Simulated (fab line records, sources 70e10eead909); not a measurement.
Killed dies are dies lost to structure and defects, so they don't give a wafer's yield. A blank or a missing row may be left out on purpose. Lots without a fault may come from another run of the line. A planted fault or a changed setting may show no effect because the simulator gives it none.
fab line records | flow nand_harc
record lots=24 wafers=72 last_day=33
route steps=1302 shown A_CONTACT@986
lots that met no fault: from a run of the same line without faults
start_h: hours from the record's first day to the start of the lot's first wafer shown | wait_h: hours since the lot's step before | " the same as in the row above | L1.1+2: a row that stands for several wafers | - no value, or no start given | * or withheld: withheld | < > ~ a bound
route shown NAME@n: a module of which the file shows steps, and the number in the route of the first | usual: mean/standard deviation of fault-free wafers | same: alike in all rows | chamber/n: place in a boat | sites: the reading at each site | _std_site: their standard deviation | _edge_site: outer sites' mean less inner sites' | radius_mm: how far each site lies from the wafer's centre | mask NAME#n: copy n | behind: the tool/chamber that last shaped the wafer | hold: why the lot was held/for how many hours/how that ended | device: the transistor (n, p or np) that didn't switch | end of line: the same wafers' tests at the end of the route | a step without rows: its recipe alone | killed: dies lost to structure and defects at the first sort, not the wafer's yield | map: a wafer's dies, x killed, . not, _ none there
set.NAME: the setting as run; set.NAME@STEP: as run at that earlier step | model.NAME: the simulator's own value behind a step, which no gauge read
steps of the route over a sample of lots; a table a step, a row a wafer
services: from which hour (start_h, from the record's first day; less than 0 if before it) a tool's chamber was out of use, for how many hours, and why
## steps
# step NHARC_A_CONTACT_DEP_29
# recipe target_thk_a=1000 target_thk_nm=100 temp_c=400 pressure_torr=3.5 flow_sccm=200 rf_w=350 material=SiON
# usual heater_power_w=738/66
# columns lot.wafer tool chamber start_h wait_h heater_power_w
L076.2 pecvd-02 0 503.76 3.0 808
L076.5 " 2 " " 778
L076.6 " 0 " " 791
L074.1 pecvd-01 2 505.42 3.5 655
L074.4 " 0 " " 883
L074.6 " 1 " " 646
L075.2 pecvd-02 2 512.45 2.9 793
L075.5 " 2 " " 821
L075.6 " 0 " " 741
L077.2 pecvd-01 1 527.65 2.9 728
L077.6 " 2 " " 767
L077.4 " 1 " " 698
L078.3 pecvd-02 0 528.50 2.2 752
L078.6 " 1 " " 828
L078.4 " 2 " " 686
L079.3 pecvd-01 1 532.73 2.2 720
L079.2 " 2 " " 782
L079.1 " 0 " " 849
L082.2 pecvd-02 2 547.12 2.9 752
L082.1 " 0 " " 848
L082.5 " 0 " " 855
L080.3 pecvd-04 1 547.67 2.2 765
L080.1 " 2 " " 680
L080.5 " 1 " " 770
L081.2 pecvd-04 2 549.74 2.9 680
L081.3 " 0 " " 782
L081.5 " 2 " " 686
L083.2 pecvd-04 2 587.28 2.9 662
L083.4 " 2 " " 665
L083.5 " 0 " " 682
L084.1 pecvd-04 0 598.89 3.6 769
L084.3 " 2 " " 630
L084.6 " 1 " " 723
L086.1 pecvd-04 0 609.47 3.6 689
L086.3 " 1 " " 782
L086.4 " 1 " " 772
L085.1 pecvd-04 2 609.98 3.6 637
L085.2 " 0 " " 671
L085.4 " 2 " " 627
L087.1 pecvd-01 1 630.22 3.6 710
L087.6 " 1 " " 719
L087.4 " 0 " " 850
L089.3 pecvd-01 2 640.38 2.2 677
L089.1 " 0 " " 837
L089.6 " 1 " " 737
L088.1 pecvd-01 2 646.77 3.6 763
L088.2 " 1 " " 730
L088.5 " 2 " " 743
L090.3 pecvd-04 2 677.21 2.1 651
L090.2 " 1 " " 816
L090.6 " 0 " " 697
L091.3 pecvd-02 2 683.34 2.1 802
L091.2 " 0 " " 725
L091.1 " 1 " " 765
L092.6 pecvd-04 0 685.57 0.2 776
L092.5 " 1 " " 721
L092.4 " 2 " " 659
L093.2 pecvd-04 2 689.55 2.8 637
L093.3 " 1 " " 708
L093.6 " 2 " " 655
L094.3 pecvd-02 2 691.03 2.1 765
L094.1 " 0 " " 742
L094.4 " 0 " " 778
L095.3 pecvd-01 0 700.79 2.1 982
L095.6 " 1 " " 700
L095.5 " 2 " " 636
L096.3 pecvd-04 2 701.49 2.2 626
L096.2 " 0 " " 740
L096.4 " 0 " " 747
L097.1 pecvd-04 1 715.17 3.6 730
L097.2 " 2 " " 653
L097.5 " 0 " " 711
# step NHARC_A_CONTACT_CD_MEAS_42
# recipe target_cd_nm=300 landing_energy_ev=500
# usual cd_nm=300.1/0.53
# columns lot.wafer tool chamber start_h wait_h cd_nm
L076.2 cd_sem-01 0 504.30 - 300.5
L076.5 " 0 " " 299.8
L076.6 " 0 " " 300.1
L074.1 cd_sem-01 0 506.14 - 299.5
L074.4 " 0 " " 300.0
L074.6 " 0 " " 300.3
L075.2 cd_sem-02 0 513.02 - 300.5
L075.5 " 0 " " 300.3
L075.6 " 0 " " 301.2
L077.2 cd_sem-01 0 528.19 - 300.5
L077.4 " 0 " " 300.5
L077.6 " 0 " " 300.1
L078.3 cd_sem-01 0 529.17 - 299.5
L078.4 " 0 " " 299.8
L078.6 " 0 " " 300.3
L079.1 cd_sem-01 0 533.33 - 300.1
L079.2 " 0 " " 300.8
L079.3 " 0 " " 300.5
L082.1 cd_sem-03 0 547.84 - 300.9
L082.2 " 0 " " 300.8
L082.5 " 0 " " 301.3
L080.1 cd_sem-02 0 548.38 - 299.1
L080.3 " 0 " " 299.1
L080.5 " 0 " " 299.6
L081.2 cd_sem-03 0 550.44 - 300.3
L081.3 " 0 " " 299.3
L081.5 " 0 " " 299.7
L083.2 cd_sem-03 0 587.89 - 300.2
L083.4 " 0 " " 300.4
L083.5 " 0 " " 300.3
L084.1 cd_sem-01 0 599.61 - 299.9
L084.3 " 0 " " 299.5
L084.6 " 0 " " 299.7
L086.1 cd_sem-01 0 610.17 - 299.1
L086.3 " 0 " " 299.9
L086.4 " 0 " " 299.4
L085.1 cd_sem-03 0 610.71 - 300.6
L085.2 " 0 " " 299.8
L085.4 " 0 " " 300.6
L087.1 cd_sem-02 0 630.94 - 300.4
L087.4 " 0 " " 300.0
L087.6 " 0 " " 298.8
L089.1 cd_sem-02 0 641.07 - 300.5
L089.3 " 0 " " 300.6
L089.6 " 0 " " 300.1
L088.1 cd_sem-03 0 647.58 - 299.7
L088.2 " 0 " " 299.7
L088.5 " 0 " " 299.9
L090.2 cd_sem-03 0 677.81 - 299.3
L090.3 " 0 " " 299.2
L090.6 " 0 " " 300.3
L091.1 cd_sem-01 0 683.94 - 300.5
L091.2 " 0 " " 299.6
L091.3 " 0 " " 299.3
L092.4 cd_sem-02 0 686.22 - 300.8
L092.5 " 0 " " 300.3
L092.6 " 0 " " 299.8
L093.2 cd_sem-01 0 690.28 - 300.3
L093.3 " 0 " " 299.9
L093.6 " 0 " " 300.2
L094.1 cd_sem-03 0 691.73 - 299.8
L094.3 " 0 " " 300.2
L094.4 " 0 " " 300.6
L095.3 cd_sem-02 0 701.39 - 300.4
L095.5 " 0 " " 299.8
L095.6 " 0 " " 301.3
L096.2 cd_sem-03 0 702.18 - 299.9
L096.3 " 0 " " 300.3
L096.4 " 0 " " 299.6
L097.1 cd_sem-03 0 715.86 - 299.3
L097.2 " 0 " " 299.6
L097.5 " 0 " " 299.7
# step NHARC_A_CONTACT_ETCH_90
# recipe target_depth_a=400 over_etch_frac=0.5 time_s=85.7 ion_energy_ev=120 ch3f_flow_sccm=50 o2_flow_sccm=30 ar_flow_sccm=200 rf_w=500 bias_w=100 chemistry=CH3F/O2
# usual drypump_motor_current_A=5.6/0.42 o2_flow_sccm=30.00/0.095 oes_product_au=0.96/0.038 rf_vpp_V=244.8/1.9 showerhead_plenum_p_Torr=2.50/0.11 throttle_valve_pct=20.663/0.0096
# columns lot.wafer tool chamber start_h wait_h drypump_motor_current_A o2_flow_sccm oes_product_au rf_hours_counter_h rf_vpp_V showerhead_plenum_p_Torr throttle_valve_pct
L076.2 rie_diel-03 1 509.70 0.9 5.8 30.00 1.00 17 245.9 2.62 20.655
L076.6 " 1 " " 5.8 29.93 1.00 - 246.5 2.62 20.663
L076.5 " 2 " " 5.4 30.12 1.01 - 244.2 2.48 20.646
L074.4 rie_diel-02 3 511.69 0.7 5.2 29.86 1.02 38 244.4 2.46 20.649
L074.1 " 0 " " 5.8 30.10 1.00 38 240.0 2.29 20.654
L074.6 " 2 " " 5.9 29.97 1.02 - 246.5 2.53 20.663
L075.2 rie_diel-04 2 518.95 1.0 5.6 29.91 0.99 26 244.6 2.56 20.653
L075.5 " 1 " " 6.2 29.81 0.99 - 247.1 2.57 20.658
L075.6 " 2 " " 5.6 29.77 0.99 - 246.7 2.56 20.672
L077.4 rie_diel-02 3 533.63 0.7 5.2 29.89 0.93 46 244.3 2.46 20.671
L077.2 " 2 " " 5.9 30.11 0.93 43 245.2 2.53 20.669
L077.6 " 3 " " 5.2 30.07 0.93 - 245.1 2.46 20.662
L078.3 rie_diel-03 2 534.40 0.7 5.4 30.00 0.92 22 244.9 2.48 20.669
L078.4 " 2 " " 5.4 30.06 0.93 - 244.9 2.48 20.655
L078.6 " 0 " " 5.2 30.14 0.90 - 247.4 2.65 20.661
L079.3 rie_diel-03 0 538.43 0.6 5.2 30.01 0.91 21 247.9 2.65 20.658
L079.2 " 1 " " 5.8 30.04 0.92 26 247.1 2.62 20.666
L079.1 " 2 " " 5.4 30.07 0.92 24 243.4 2.48 20.647
L082.1 rie_diel-04 3 553.13 0.9 4.8 29.98 0.92 3 242.7 2.35 20.633
L082.2 " 2 " " 5.6 30.23 0.93 3 246.4 2.56 20.662
L082.5 " 3 " " 4.8 30.12 0.93 - 243.0 2.36 20.674
L080.1 rie_diel-03 3 554.37 0.8 5.6 30.03 0.93 26 243.4 2.42 20.665
L080.3 " 0 " " 5.2 29.90 0.98 27 246.2 2.65 20.641
L080.5 " 2 " " 5.4 30.03 0.93 - 243.6 2.47 20.644
L081.2 rie_diel-03 2 555.77 0.9 5.4 30.03 0.92 32 245.5 2.47 20.665
L081.3 " 3 " " 5.6 30.13 0.92 26 243.5 2.42 20.671
L081.5 " 0 " " 5.2 29.93 0.96 - 245.6 2.65 20.662
L083.4 rie_diel-04 2 592.96 0.6 5.7 30.16 1.00 6 246.9 2.56 20.665
L083.2 " 0 " " 6.1 29.91 0.98 7 241.5 2.32 20.657
L083.5 " 1 " " 6.1 29.94 0.96 - 246.3 2.56 20.654
L084.3 rie_diel-04 2 604.68 0.6 5.6 30.12 0.93 8 246.7 2.56 20.651
L084.1 " 3 " " 4.8 29.84 0.92 8 242.4 2.35 20.660
L084.6 " 2 " " 5.6 30.03 0.95 - 245.4 2.56 20.673
L086.4 rie_diel-03 3 615.31 0.6 5.6 29.98 0.93 43 244.1 2.41 20.673
L086.3 " 0 " " 5.2 29.90 0.91 44 247.1 2.64 20.650
L086.1 " 1 " " 5.8 30.15 0.92 50 246.3 2.61 20.658
L085.1 rie_diel-02 1 616.48 0.8 5.5 30.06 1.01 14 248.4 2.63 20.673
L085.2 " 2 " " 5.9 29.94 1.01 11 244.8 2.52 20.665
L085.4 " 0 " " 5.8 29.92 0.97 16 246.8 2.65 20.668
L087.4 rie_diel-04 0 636.68 0.8 6.1 29.98 0.94 17 241.6 2.32 20.676
L087.1 " 1 " " 6.2 30.06 0.90 15 246.1 2.56 20.658
L087.6 " 2 " " 5.6 29.95 0.92 - 246.3 2.55 20.677
L089.1 rie_diel-04 2 646.17 0.8 5.7 29.76 0.93 16 244.5 2.55 20.655
L089.3 " 3 " " 4.8 29.91 0.92 17 241.7 2.35 20.663
L089.6 " 3 " " 4.8 30.03 0.93 - 242.6 2.35 20.658
L088.2 rie_diel-04 1 653.61 0.9 6.2 30.13 0.97 17 245.5 2.56 20.679
L088.1 " 3 " " 4.8 30.00 1.00 18 243.9 2.35 20.669
L088.5 " 2 " " 5.6 30.15 1.00 - 246.2 2.55 20.657
L090.3 rie_diel-04 3 682.88 0.7 4.8 30.29 0.92 22 241.4 2.35 20.659
L090.2 " 0 " " 6.1 30.14 0.94 22 243.4 2.32 20.646
L090.6 " 2 " " 5.6 30.02 0.94 - 244.2 2.55 20.655
L091.2 rie_diel-03 0 689.01 0.9 5.2 30.06 0.98 13 246.8 2.63 20.659
L091.1 " 1 " " 5.9 30.07 0.99 15 246.0 2.60 20.662
L091.3 " 2 " " 5.4 30.07 0.98 14 243.6 2.46 20.663
L092.4 rie_diel-04 2 691.29 0.6 5.6 29.90 0.94 24 246.0 2.55 20.672
L092.5 " 2 " " 5.6 29.92 0.93 - 246.3 2.55 20.678
L092.6 " 3 " " 4.8 30.09 0.92 - 241.8 2.35 20.668
L093.2 rie_diel-04 2 695.35 0.8 5.6 29.99 1.01 24 247.4 2.55 20.678
L093.3 " 3 " " 4.8 30.01 0.99 26 242.3 2.35 20.649
L093.6 " 0 " " 6.1 30.12 1.01 - 239.9 2.32 20.672
L094.1 rie_diel-03 2 696.84 0.9 5.4 29.89 0.97 17 242.4 2.46 20.663
L094.4 " 3 " " 5.6 30.03 1.01 14 243.8 2.40 20.673
L094.3 " 0 " " 5.2 30.13 0.98 16 246.8 2.63 20.667
L095.3 rie_diel-02 1 706.58 0.7 5.6 30.07 1.01 44 247.4 2.62 20.676
L095.6 " 3 " " 5.3 29.98 0.99 - 244.3 2.43 20.659
L095.5 " 0 " " 5.8 29.99 0.98 - 245.7 2.64 20.664
L096.4 rie_diel-04 2 707.42 0.7 5.6 29.98 1.02 27 245.8 2.55 20.660
L096.2 " 3 " " 4.9 30.00 0.99 28 243.4 2.35 20.646
L096.3 " 0 " " 6.1 30.03 1.01 29 244.0 2.32 20.666
L097.1 rie_diel-04 1 721.72 0.9 6.2 30.16 0.99 0 245.3 2.55 20.671
L097.2 " 3 " " 4.8 30.03 1.00 0 242.2 2.35 20.664
L097.5 " 0 " " 6.1 29.95 1.00 - 243.1 2.32 20.672
# step NHARC_A_CONTACT_ETCH_96
# recipe target_depth_a=200 over_etch_frac=0.5 time_s=10 ion_energy_ev=250 c4f6_flow_sccm=25 o2_flow_sccm=20 ar_flow_sccm=500 rf_w=600 bias_w=500 chemistry=C4F6/O2
# usual drypump_motor_current_A=5.6/0.43 o2_flow_sccm=19.99/0.065 oes_product_au=0.974/0.027 rf_vpp_V=548/3.8 showerhead_plenum_p_Torr=3.96/0.18 throttle_valve_pct=26.903/0.0088
# columns lot.wafer tool chamber start_h wait_h drypump_motor_current_A o2_flow_sccm oes_product_au rf_hours_counter_h rf_vpp_V showerhead_plenum_p_Torr throttle_valve_pct
L076.2 rie_diel-03 3 - - 5.6 19.95 0.993 15 547 3.87 26.913
L076.6 " 3 " " 5.6 19.98 1.000 - 546 3.87 26.894
L076.5 " 0 " " 5.2 20.07 0.977 - 553 4.22 26.909
L074.1 rie_diel-02 1 - - 5.6 19.93 1.002 35 553 4.20 26.900
L074.4 " 2 " " 5.9 19.99 1.017 35 549 4.04 26.910
L074.6 " 3 " " 5.2 20.01 1.016 - 548 3.93 26.900
L075.2 rie_diel-04 1 - - 6.2 20.11 0.992 27 550 4.09 26.905
L075.5 " 3 " " 4.8 19.98 1.008 - 543 3.77 26.914
L075.6 " 0 " " 6.1 20.01 0.994 - 542 3.73 26.901
L077.4 rie_diel-02 1 - - 5.6 20.02 0.966 41 553 4.20 26.907
L077.2 " 2 " " 5.9 20.03 0.977 43 549 4.03 26.910
L077.6 " 0 " " 5.8 20.09 0.961 - 541 3.66 26.896
L078.3 rie_diel-03 0 534.63 0.2 5.2 19.90 0.953 19 553 4.21 26.895
L078.4 " 1 " " 5.8 20.09 0.974 - 551 4.16 26.901
L078.6 " 2 " " 5.4 20.06 0.993 - 548 3.95 26.931
L079.3 rie_diel-03 2 - - 5.4 19.97 0.948 24 546 3.95 26.904
L079.1 " 3 " " 5.7 20.00 0.969 18 544 3.86 26.883
L079.2 " 0 " " 5.2 20.04 0.944 21 552 4.21 26.906
L082.1 rie_diel-04 0 - - 6.1 20.09 0.953 4 543 3.72 26.900
L082.2 " 2 " " 5.6 20.01 0.944 3 549 4.07 26.897
L082.5 " 1 " " 6.2 19.87 0.926 - 550 4.08 26.899
L080.3 rie_diel-03 3 - - 5.7 19.86 0.942 26 544 3.86 26.910
L080.1 " 0 " " 5.2 19.93 0.983 27 552 4.21 26.895
L080.5 " 2 " " 5.4 19.96 0.967 - 547 3.95 26.908
L081.2 rie_diel-03 3 - - 5.6 19.96 0.962 26 546 3.86 26.908
L081.3 " 1 " " 5.8 20.06 0.955 33 552 4.16 26.900
L081.5 " 3 " " 5.6 19.99 0.964 - 547 3.86 26.894
L083.2 rie_diel-04 2 - - 5.6 19.96 1.008 6 551 4.07 26.911
L083.4 " 1 " " 6.2 19.90 0.965 6 550 4.08 26.902
L083.5 " 3 " " 4.8 19.99 0.971 - 543 3.77 26.897
L084.1 rie_diel-04 0 - - 6.1 20.01 0.931 10 542 3.72 26.915
L084.3 " 2 " " 5.7 19.97 0.958 8 549 4.07 26.915
L084.6 " 0 " " 6.1 20.08 0.940 - 541 3.72 26.899
L086.1 rie_diel-03 3 - - 5.6 19.92 0.962 44 545 3.85 26.912
L086.3 " 0 " " 5.2 19.99 0.943 45 552 4.20 26.901
L086.4 " 1 " " 5.8 20.07 0.955 50 551 4.15 26.913
L085.4 rie_diel-02 3 - - 5.3 20.00 0.993 14 546 3.91 26.901
L085.2 " 0 " " 5.8 20.10 0.972 16 553 4.22 26.905
L085.1 " 2 " " 5.9 19.92 1.009 12 549 4.02 26.897
L087.1 rie_diel-04 2 - - 5.6 20.00 0.958 15 550 4.07 26.893
L087.4 " 3 " " 4.8 20.07 0.937 16 543 3.76 26.896
L087.6 " 0 " " 6.1 20.00 0.952 - 543 3.72 26.904
L089.3 rie_diel-04 3 - - 4.8 19.98 0.948 17 543 3.76 26.903
L089.1 " 1 " " 6.2 19.97 0.919 16 550 4.07 26.897
L089.6 " 3 " " 4.8 19.89 0.954 - 543 3.76 26.906
L088.2 rie_diel-04 1 - - 6.2 20.04 0.969 17 550 4.07 26.911
L088.1 " 3 " " 4.8 20.03 0.999 18 543 3.76 26.910
L088.5 " 2 " " 5.7 20.07 1.013 - 550 4.07 26.908
L090.2 rie_diel-04 3 - - 4.8 19.96 0.939 22 543 3.76 26.903
L090.3 " 1 " " 6.2 20.12 0.940 21 552 4.07 26.898
L090.6 " 3 " " 4.8 19.96 0.954 - 543 3.76 26.905
L091.3 rie_diel-03 3 - - 5.6 19.90 1.002 11 545 3.84 26.901
L091.1 " 1 " " 5.8 19.98 1.001 15 550 4.13 26.904
L091.2 " 2 " " 5.4 19.98 0.987 14 547 3.93 26.902
L092.4 rie_diel-04 2 - - 5.7 19.91 0.956 24 550 4.06 26.888
L092.6 " 3 " " 4.8 20.01 0.941 - 544 3.75 26.908
L092.5 " 0 " " 6.1 19.91 0.956 - 542 3.71 26.925
L093.2 rie_diel-04 3 - - 4.8 20.04 0.996 26 542 3.75 26.887
L093.3 " 0 " " 6.1 19.93 1.011 26 543 3.71 26.902
L093.6 " 2 " " 5.7 20.01 1.012 - 550 4.06 26.916
L094.4 rie_diel-03 3 - - 5.6 19.95 1.013 14 546 3.84 26.912
L094.3 " 0 " " 5.2 19.98 0.981 16 553 4.18 26.916
L094.1 " 1 " " 5.9 20.10 0.991 19 553 4.13 26.905
L095.3 rie_diel-02 2 - - 5.9 20.02 1.016 42 549 4.00 26.912
L095.5 " 0 " " 5.8 20.08 0.967 - 552 4.20 26.903
L095.6 " 1 " " 5.6 20.00 1.001 - 551 4.16 26.901
L096.2 rie_diel-04 0 - - 6.1 19.83 1.027 29 542 3.71 26.890
L096.4 " 1 " " 6.2 19.96 0.977 27 550 4.07 26.902
L096.3 " 2 " " 5.7 19.99 1.014 27 550 4.06 26.903
L097.2 rie_diel-04 0 - - 6.1 20.02 1.004 0 542 3.71 26.926
L097.1 " 2 " " 5.7 20.02 0.994 0 549 4.06 26.891
L097.5 " 0 " " 6.1 19.90 1.001 - 543 3.71 26.889
# step NHARC_A_CONTACT_STRIP_55
# recipe o2_flow_sccm=500 ar_flow_sccm=0 bias_w=0 chemistry=O2
# usual drypump_motor_current_A=5.6/0.42 o2_flow_sccm=500.1/1.3 oes_product_au=0.999/0.015 rf_vpp_V=57.9/0.99 showerhead_plenum_p_Torr=3.57/0.16 throttle_valve_pct=17.036/0.0095
# columns lot.wafer tool chamber start_h wait_h drypump_motor_current_A o2_flow_sccm oes_product_au rf_hours_counter_h rf_vpp_V showerhead_plenum_p_Torr throttle_valve_pct
L076.2 rie_diel-04 2 - - 5.7 500.7 0.987 26 57.1 3.67 17.023
L076.6 " 0 " " 6.1 498.8 1.001 - 57.6 3.35 17.046
L076.5 " 1 " " 6.2 498.8 1.000 - 59.4 3.68 17.028
L074.4 rie_diel-03 1 - - 5.8 500.8 0.991 17 58.5 3.75 17.033
L074.1 " 0 " " 5.2 500.2 0.970 12 59.0 3.80 17.041
L074.6 " 1 " " 5.9 501.4 0.998 - 57.6 3.75 17.042
L075.2 rie_diel-04 1 - - 6.2 500.8 0.990 27 58.1 3.68 17.042
L075.6 " 1 " " 6.2 500.3 0.995 - 57.6 3.68 17.019
L075.5 " 2 " " 5.6 499.2 0.994 - 59.9 3.67 17.044
L077.2 rie_diel-03 0 - - 5.2 499.6 0.978 19 58.0 3.80 17.026
L077.6 " 0 " " 5.2 499.7 0.974 - 58.4 3.80 17.043
L077.4 " 1 " " 5.8 499.7 0.999 - 58.2 3.75 17.048
L078.3 rie_diel-03 3 - - 5.6 499.6 0.998 17 57.6 3.47 17.040
L078.4 " 0 " " 5.2 501.8 0.973 20 58.4 3.80 17.032
L078.6 " 3 " " 5.7 500.6 1.007 - 59.2 3.47 17.033
L079.3 rie_diel-02 3 - - 5.2 500.9 1.000 48 57.2 3.53 17.036
L079.1 " 1 " " 5.6 498.5 0.994 42 57.8 3.78 17.045
L079.2 " 2 " " 5.9 500.3 1.009 45 58.1 3.63 17.012
L082.2 rie_diel-04 1 - - 6.2 498.1 0.978 3 57.1 3.67 17.028
L082.1 " 2 " " 5.6 501.5 1.012 3 59.3 3.67 17.040
L082.5 " 3 " " 4.8 501.1 1.002 - 57.2 3.38 17.042
L080.3 rie_diel-04 2 - - 5.6 501.1 1.006 3 56.7 3.67 17.037
L080.1 " 1 " " 6.2 500.5 0.978 3 58.5 3.67 17.031
L080.5 " 3 " " 4.8 499.4 0.992 - 58.0 3.38 17.031
L081.3 rie_diel-04 3 - - 4.8 501.0 0.993 3 57.0 3.38 17.044
L081.2 " 2 " " 5.6 499.0 0.994 3 56.4 3.67 17.034
L081.5 " 0 " " 6.1 499.2 1.007 - 57.7 3.34 17.039
L083.2 rie_diel-02 0 - - 5.8 499.3 0.973 8 56.8 3.80 17.032
L083.4 " 3 " " 5.2 497.4 0.986 6 58.0 3.52 17.033
L083.5 " 0 " " 5.8 498.6 0.964 - 58.9 3.80 17.049
L084.1 rie_diel-03 2 - - 5.4 498.8 0.998 46 57.7 3.54 17.057
L084.3 " 1 " " 5.8 498.4 1.000 48 58.4 3.74 17.043
L084.6 " 2 " " 5.4 500.9 0.987 - 59.2 3.54 17.042
L086.1 rie_diel-04 2 - - 5.7 499.9 1.015 10 58.6 3.66 17.038
L086.3 " 3 " " 4.8 501.1 0.996 11 58.6 3.38 17.040
L086.4 " 0 " " 6.1 500.5 1.014 13 57.4 3.34 17.030
L085.2 rie_diel-04 1 - - 6.2 499.7 0.991 11 58.8 3.67 17.051
L085.1 " 2 " " 5.6 504.0 1.006 10 59.4 3.66 17.034
L085.4 " 3 " " 4.7 498.5 0.987 11 56.8 3.38 17.047
L087.1 rie_diel-02 2 - - 5.9 501.5 1.016 20 59.1 3.61 17.034
L087.4 " 0 " " 5.8 500.0 0.982 26 58.2 3.79 17.025
L087.6 " 2 " " 5.9 499.9 1.019 - 56.8 3.61 17.030
L089.3 rie_diel-03 0 - - 5.2 499.5 0.982 0 59.4 3.78 17.043
L089.1 " 2 " " 5.4 502.0 0.994 0 58.1 3.54 17.029
L089.6 " 1 " " 5.9 499.3 1.012 - 58.8 3.73 17.015
L088.1 rie_diel-04 1 - - 6.2 501.9 0.972 17 59.1 3.67 17.049
L088.2 " 2 " " 5.7 498.4 1.004 17 58.1 3.66 17.037
L088.5 " 1 " " 6.2 502.0 0.972 - 58.4 3.67 17.034
L090.3 rie_diel-02 0 - - 5.8 501.1 0.967 41 58.0 3.78 17.039
L090.2 " 1 " " 5.6 501.4 0.996 35 58.5 3.76 17.041
L090.6 " 3 " " 5.2 503.7 0.994 - 57.9 3.50 17.034
L091.1 rie_diel-02 1 - - 5.6 499.0 1.007 38 57.4 3.75 17.046
L091.3 " 2 " " 5.9 499.8 1.019 37 57.9 3.60 17.034
L091.2 " 3 " " 5.3 499.3 1.000 39 57.8 3.50 17.030
L092.4 rie_diel-04 1 - - 6.2 498.7 0.998 23 59.5 3.66 17.050
L092.5 " 2 " " 5.7 500.9 1.015 - 57.9 3.65 17.018
L092.6 " 3 " " 4.8 501.9 1.000 - 56.6 3.37 17.034
L093.2 rie_diel-02 3 - - 5.3 501.5 1.000 42 57.1 3.50 17.029
L093.3 " 1 " " 5.6 501.4 0.998 40 58.6 3.75 17.041
L093.6 " 3 " " 5.2 499.7 0.995 - 56.2 3.50 17.052
L094.4 rie_diel-03 2 - - 5.5 498.9 0.989 17 57.1 3.53 17.030
L094.1 " 3 " " 5.6 499.5 1.021 14 56.2 3.45 17.045
L094.3 " 1 " " 5.8 497.8 1.008 19 57.9 3.72 17.032
L095.3 rie_diel-04 1 - - 6.2 498.1 0.987 27 57.4 3.66 17.032
L095.6 " 3 " " 4.8 498.9 1.002 - 58.8 3.37 17.043
L095.5 " 0 " " 6.1 501.2 1.022 - 58.2 3.33 17.027
L096.3 rie_diel-04 0 - - 6.1 500.8 1.009 29 58.2 3.33 17.038
L096.4 " 2 " " 5.7 499.7 1.012 27 57.5 3.65 17.040
L096.2 " 3 " " 4.8 498.1 0.998 28 56.8 3.37 17.038
L097.1 rie_diel-04 0 - - 6.1 499.5 0.993 0 57.7 3.33 17.045
L097.2 " 2 " " 5.7 502.0 0.983 0 57.9 3.65 17.027
L097.5 " 3 " " 4.8 500.7 0.985 - 56.6 3.37 17.034
# step NHARC_A_CONTACT_ETCH_127
# recipe source_w=withheld pressure_mtorr=20 bias_v=3000 time_s=197 target_depth_a=19180 ar_flow_sccm=withheld c4f8_flow_sccm=withheld o2_flow_sccm=withheld chemistry=C4F8/O2/Ar
# columns lot.wafer tool chamber start_h wait_h rf_hours_counter_h
L076.2 har_cap_etch-02 1 517.61 0.2 88
L076.6 " 1 " " -
L076.5 " 0 " " -
L074.1 har_cap_etch-03 0 518.97 0.1 41
L074.4 " 1 " " -
L074.6 " 0 " " -
L075.2 har_cap_etch-03 0 526.38 0.1 43
L075.5 " 1 " " -
L075.6 " 0 " " -
L077.2 har_cap_etch-03 0 542.15 0.2 47
L077.4 " 1 " " -
L077.6 " 0 " " -
L078.4 har_cap_etch-01 0 543.35 0.1 -
L078.3 " 1 " " -
L078.6 " 0 " " -
L079.1 har_cap_etch-02 0 545.91 0.1 96
L079.2 " 1 " " 96
L079.3 " 1 " " -
L082.2 har_cap_etch-02 0 561.45 0.1 100
L082.1 " 1 " " 100
L082.5 " 0 " " -
L080.1 har_cap_etch-03 1 564.92 0.1 53
L080.3 " 0 " " -
L080.5 " 1 " " -
L081.2 har_cap_etch-02 1 569.01 0.1 102
L081.3 " 0 " " -
L081.5 " 1 " " -
L083.2 har_cap_etch-03 0 600.26 0.1 56
L083.4 " 1 " " -
L083.5 " 0 " " -
L084.1 har_cap_etch-02 1 613.39 0.1 107
L084.3 " 0 " " -
L084.6 " 1 " " -
L086.1 har_cap_etch-03 0 623.87 0.1 60
L086.4 " 0 " " -
L086.3 " 1 " " -
L085.1 har_cap_etch-01 0 626.41 0.1 19
L085.2 " 1 " " 19
L085.4 " 1 " " -
L087.1 har_cap_etch-01 0 645.55 0.1 23
L087.4 " 0 " " -
L087.6 " 1 " " -
L089.1 har_cap_etch-02 1 653.47 0.1 114
L089.3 " 1 " " -
L089.6 " 1 " " -
L088.2 har_cap_etch-03 0 660.89 0.1 67
L088.1 " 1 " " 67
L088.5 " 1 " " -
L090.2 har_cap_etch-03 0 691.39 0.1 71
L090.3 " 0 " " -
L090.6 " 1 " " -
L091.1 har_cap_etch-03 0 698.32 0.1 72
L091.2 " 1 " " 72
L091.3 " 0 " " -
L092.4 har_cap_etch-02 0 699.41 0.1 -
L092.6 " 0 " " -
L092.5 " 1 " " -
L093.2 har_cap_etch-01 1 704.58 0.1 33
L093.3 " 1 " " -
L093.6 " 0 " " -
L094.1 har_cap_etch-01 1 707.56 0.1 35
L094.4 " 1 " " -
L094.3 " 0 " " -
L095.3 har_cap_etch-03 0 717.12 0.1 -
L095.5 " 1 " " -
L095.6 " 0 " " -
L096.2 har_cap_etch-02 1 717.80 0.1 127
L096.3 " 1 " " -
L096.4 " 0 " " -
L097.2 har_cap_etch-01 0 729.33 0.2 40
L097.1 " 1 " " 40
L097.5 " 0 " " -
## services
# columns tool chamber start_h hours kind
rie_diel-03 0 481.98 13.0 repair
rie_diel-04 0 486.46 - clean
rie_diel-04 1 486.46 - clean
rie_diel-04 2 486.46 - clean
pecvd-01 - 492.21 13.0 pm
har_cap_etch-01 - 497.00 17.0 pm
rie_diel-03 3 517.78 17.8 repair
rie_diel-04 - 531.90 9.0 pm
rie_diel-04 3 562.59 3.2 repair
har_cap_etch-01 - 567.86 0.6 repair
rie_diel-02 - 570.78 9.0 pm
pecvd-04 2 583.04 2.5 repair
pecvd-02 - 589.14 13.0 pm
pecvd-01 1 597.04 12.9 repair
pecvd-01 - 619.95 1.2 repair
har_cap_etch-03 - 625.69 1.0 repair
pecvd-04 - 631.01 13.0 pm
rie_diel-03 - 634.91 1.3 repair
rie_diel-03 - 636.26 9.0 pm
pecvd-01 0 645.03 6.8 repair
rie_diel-02 1 663.83 8.8 repair
pecvd-01 - 673.21 13.0 pm
rie_diel-02 1 722.51 4.1 repair
rie_diel-03 3 722.71 9.7 repair
## key
fault none
